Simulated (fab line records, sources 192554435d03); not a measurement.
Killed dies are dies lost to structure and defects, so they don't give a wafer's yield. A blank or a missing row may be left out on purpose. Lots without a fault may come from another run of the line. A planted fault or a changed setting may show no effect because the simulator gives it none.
A struck lot beside a sound one | flow n5_finfet | 36 steps out of a route of 1938
Sound: wafers L687.2, L687.3, L687.5. Struck: wafer L699.1. (L699.2, L699.4 of the same lot were not struck and are left out.) The cause comes at the end.
At each step with rows: each side's tool, then ch and its chambers, then its first start. Under that, the readings that differ: sound wafers | struck wafers | difference of the means | sigmas: that difference in standard deviations of wafers without a fault.
alike: readings whose means differ by less than 2 such deviations, and words and numbers that are the same on both sides. not compared: withheld readings, readings that some wafer has no value for, bounds like >300 that may hide the same value, and numbers for which the record gives no deviation and whose values overlap.
The two part at a step that has a row with sigmas, a row that says differs or no value, or rows on one side only. Numbers that don't overlap but have no deviation are shown without sigmas and don't part them. A reading that every wafer of one side lacks parts them only if that side has two wafers or more.

first, 9 steps without rows for these wafers: N5_MOL_CONTACT_COAG_SRD_128 (dry time 32 s); N5_MOL_CONTACT_COAG_CMP_52 (polishes, stops on SiO2, t overpolish 1.5 s, target thk 66.5 nm); N5_MOL_CONTACT_COAG_ANNEAL_112 (time 1800 s); N5_BEOL_M0_SAQP_PECVD_00 (deposits SiCN from 3MS/NH3, target thk 8 nm, time 14 s); N5_BEOL_M0_SAQP_ILD_DEP_01 (deposits SiOC from DEMS/O2, target thk 45.419 nm, time 8.7 s); N5_BEOL_M0_SAQP_HM_DEP_02 (deposits TiN, target thk 12 nm); N5_BEOL_M0_SAQP_PECVD_03 (deposits SiCN from 3MS/NH3, target thk 12 nm, time 21.1 s); N5_BEOL_M0_SAQP_PECVD_96 (deposits a-Si from SiH4/He, target thk 45 nm, time 45.2 s); N5_BEOL_M0_SAQP_PECVD_97 (deposits SiNx from SiH4/NH3/N2, target thk 23 nm, time 19.9 s).
N5_BEOL_M0_SAQP_PECVD_04: deposits a-Si from SiH4/He, target thk 60 nm, time 60.2 s.
  sound on pecvd-04 ch 0,2, day 6 20:47; struck on pecvd-04 ch 1, day 9 08:59
  reading                                         | sound          | struck | difference | sigmas
  heater_power_w (W)                              | 613 590 620    | 787    | +179       | +2
  model.a-Si_of_BEOL_M0_SAQP_PECVD_04.thk_nm (nm) | 59.6 59.8 60.6 | 63.6   | +3.6       |
  alike: showerhead_plenum_p_Torr, throttle_valve_pct
N5_BEOL_M0_SAQP_THK_MEAS_05:
  sound on film_metro-01, day 6 20:53; struck on film_metro-01, day 9 09:05
  reading     | sound          | struck | difference | sigmas
  thk_nm (nm) | 59.6 59.7 60.5 | 63.5   | +3.6       | +5
then, 15 steps without rows for these wafers: N5_BEOL_M0_SAQP_HM_DEP_111 (deposits SiO2 from SiH4/N2O, target thk 12 nm, time 7.2 s); N5_BEOL_M0_SAQP_COAT_81 (time 60 s, resist thk 100 nm); N5_BEOL_M0_SAQP_COAT_82 (time 60 s, resist thk 30 nm); N5_BEOL_M0_SAQP_COAT_08 (resist thk 90 nm); N5_BEOL_M0_SAQP_EBR_10; N5_BEOL_M0_SAQP_SOFTBAKE_09 (time 60 s); N5_BEOL_M0_SAQP_EXPOSE_11 (exposes mask M0 CORE, target cd 42 nm); N5_BEOL_M0_SAQP_PEB_12 (peb time 60 s); N5_BEOL_M0_SAQP_DEVELOP_13 (develop time 30 s); N5_BEOL_M0_SAQP_DESCUM_19 (chemistry O2, time 7.9 s); N5_BEOL_M0_SAQP_ETCH_83 (etches SiARC in CF4, target depth 39 nm, time 65 s); N5_BEOL_M0_SAQP_ETCH_84 (etches SOC in N2/H2, target depth 100 nm, overetch 20 nm, time 150 s); N5_BEOL_M0_SAQP_STRIP_80 (strips in N2/H2); N5_BEOL_M0_SAQP_HM_OPEN_112 (chemistry CHF3/O2, target SiO2, stops on a-Si, target depth 12 nm, time 13.5 s); N5_BEOL_M0_SAQP_STRIP_113 (strips in CHF3/O2).
N5_BEOL_M0_SAQP_MANDREL_ETCH_20: etches a-Si in HBr/Cl2, stops on SiNx, target depth 60 nm, bt time 10 s, time 30 s.
  sound on rie_si-06 ch 0,1,3, day 7 01:04; struck on rie_si-04 ch 2, day 9 09:48
  reading                  | sound             | struck | difference | sigmas
  model.etch.depth_nm (nm) | 59.57 59.71 60.53 | 63.53  | +3.59      |
  alike: bias_w, drypump_motor_current_A, oes_product_au, throttle_valve_pct
  not compared: rf_hours_counter_h
then, 5 steps without rows for these wafers: N5_BEOL_M0_SAQP_STRIP_86 (strips in N2/H2); N5_BEOL_M0_SAQP_STRIP_115 (strips in post etch residue remover, time 60 s); N5_BEOL_M0_SAQP_SRD_93 (time 30 s); N5_BEOL_M0_SAQP_RECESS_114 (chemistry HF/NH3, target SiO2, target depth 14.4 nm, afs cycles 3, sublimation time 60 s); N5_BEOL_M0_SAQP_SPACER1_ALD_98 (deposits SiO2, target thk 12.8 nm, pulse time 1 s, purge time 2 s).
N5_BEOL_M0_SAQP_SPACER1_ETCHBACK_99: etches SiO2 in CHF3/O2, target depth 15.4 nm, time 7.7 s.
  sound on rie_diel-06 ch 1,3, day 7 02:17; struck on rie_diel-06 ch 1, day 9 11:02
  reading                                         | sound             | struck | difference | sigmas
  CHF3_flow_sccm (sccm)                           | 50.07 50.01 50.39 | 49.86  | -0.30      | -2
  model.a-Si_of_BEOL_M0_SAQP_PECVD_04.thk_nm (nm) | 59 59 60          | 63     | +4         |
  alike: O2_flow_sccm, bias_w, drypump_motor_current_A, oes_product_au, rf_vpp_V, showerhead_plenum_p_Torr, throttle_valve_pct
  not compared: rf_hours_counter_h
then, 1 step without rows for these wafers: N5_BEOL_M0_SAQP_MANDREL1_REMOVE_100 (chemistry HBr/Cl2/O2, target a-Si, stops on SiNx, bt time 10 s).
-- the record jumps here: 4 days lie between the struck wafers' starts before and after (it left off in module BEOL_M0_SAQP and takes up again in module BEOL_M4, whose first step shown is number 1111 of the route) --
N5_BEOL_M4_RC_MEAS_101:
  sound on prober-01 ch 0, day 11 10:03; struck on prober-01 ch 0, day 13 22:10
  alike: DIBL_N, DIBL_P, IOFF_N, IOFF_P, ION_N, ION_P, SS_N, SS_P, VT_N, VT_P
-- the record jumps here: 4 days lie between the struck wafers' starts before and after (it left off in module BEOL_M4 and takes up again in module PASSIVATION, whose first step shown is number 1936 of the route) --
N5_PASSIVATION_PROBE_49:
  sound on prober-01, day 15 10:53; struck on prober-01, day 18 03:50
  alike: defect_limited_yield, killed_at_M0_to_M3, killed_at_M4_up, killed_at_contacts, killed_at_front_end, killed_at_other, killed_dies, killed_open, killed_short, sort_bin_5_function, sort_bin_6_memory, sort_n_pass, sort_yield_pct

WHERE THEY PART
First at N5_BEOL_M0_SAQP_PECVD_04; last, within this record, at N5_BEOL_M0_SAQP_SPACER1_ETCHBACK_99. Later steps at which nothing parts them and some readings are alike: N5_BEOL_M4_RC_MEAS_101, N5_PASSIVATION_PROBE_49.

WHY: what the simulator had put in
Process parameter drift: pecvd-04, from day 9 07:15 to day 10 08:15, at N5_BEOL_M0_SAQP_PECVD_04. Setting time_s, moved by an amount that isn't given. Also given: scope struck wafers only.
